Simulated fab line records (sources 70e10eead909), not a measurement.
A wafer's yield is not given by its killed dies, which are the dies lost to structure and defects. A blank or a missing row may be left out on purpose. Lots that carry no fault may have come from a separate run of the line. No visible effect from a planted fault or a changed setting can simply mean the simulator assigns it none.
Problem report, 8D (eight disciplines) form, completed by code -- flow nand_harc -- the parts of the form that need people (team, actions taken, sign-off) are left out

1. THE PROBLEM
Wafers with no fault read 59 with a standard deviation of 20, whereas killed_at_array at NHARC_END_SORT_01 reads a mean of 669 on 1 wafer of 1 lot. Measured from the usual mean, that is +30 standard deviations.
First seen on wafer L764.4, day 33 14:41, on prober-02. At this step, 7 wafers from 3 lots have a number in the record. The rule behind "out" and "out of limits": a value lying over 4 standard deviations away from the usual mean. The other wafers with a number count as sound.

2. WHAT IT IS, WHAT IT ISN'T
question,is,is not
which readings at this step,"killed_at_array, killed_dies","killed_at_periphery, killed_open, killed_short"
which lots,L764,"L754, L755"
which wafers of those lots,L764.4,"L764.3, L764.5"
read on which gauges,prober-02,-
when,from day 33 14:41,up to then (5 sound wafers); but 1 sound wafer of L764 came after

3. SUSPECTS, AND WHAT RULES EACH OUT
Counting: a tool at a process step up to the reading stays a suspect if it ran every lot that is out. Sound lots after the first of them don't rule it out here, since some wafers of a struck lot are sound.
- the gauge at NHARC_END_SORT_01: kept. All the wafers that are out were read on prober-02, and no step on other tools shows them out.
- rie_si-02 at NHARC_A_CHANNEL_FILL_D1_ETCHBACK_19 (etches the open film in HBr/Cl2, target depth 5 nm, time 1.7 s): kept. The lot that is out, L764, ran on it at day 19 00:23; the last sound lot it ran before that was L755, at day 15 03:49.
- cmp-04 at NHARC_THIN_TSV_CMP_01 (polishes): kept. It ran the lot that is out, L764 (day 32 19:55).
- pvd_sputter-02 at NHARC_THIN_TSV_DEGAS_49 (time 120 s): kept. It ran the lot that is out, L764 (day 32 23:49).
- Within rie_si-02 at NHARC_A_CHANNEL_FILL_D1_ETCHBACK_19: the wafers that are out ran in chamber 0; their sound lot-mates ran in chambers 2, 3.
Left after counting: rie_si-02 at NHARC_A_CHANNEL_FILL_D1_ETCHBACK_19, cmp-04 at NHARC_THIN_TSV_CMP_01, pvd_sputter-02 at NHARC_THIN_TSV_DEGAS_49, prober-02 at NHARC_END_SORT_01.

4. THE CAUSE (what the simulator had put in)
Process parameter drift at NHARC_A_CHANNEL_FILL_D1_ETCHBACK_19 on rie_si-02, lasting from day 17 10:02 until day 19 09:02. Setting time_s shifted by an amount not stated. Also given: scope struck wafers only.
Counting left 4 suspects, and this tool is among them.

5. SEQUENCE OF EFFECTS, ordered by route
Rows list readings where the struck wafers' mean (over those with a number) sits beyond 3 standard deviations from the usual. Scope: only readings with a usual standard deviation given in the record; hours: median across lots of the time from each lot's start at the first step in this table that gives one to its start at this step; sigmas: change in usual standard deviations.
hours,step,reading,usual,on struck wafers,change,sigmas
0,NHARC_END_SORT_01,killed_at_array,59,669,+610,+30
0,NHARC_END_SORT_01,killed_dies,64,677,+613,+29

6. HOW IT WOULD HAVE BEEN CAUGHT EARLIER
Counted from the fault's start at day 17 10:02, it took 389 hours until the first out-of-limits reading at a measuring or inspecting step in this record, taken at day 33 14:41.
Tool readings at NHARC_A_CHANNEL_FILL_D1_ETCHBACK_19 with a usual standard deviation given in the record: none out on any struck wafer, hence no alarm at a limit of 4 standard deviations on them.
Lots out: 1; all had begun NHARC_A_CHANNEL_FILL_D1_ETCHBACK_19 on rie_si-02 by day 33 14:41. Holding the tool at that point would not have protected any of them.
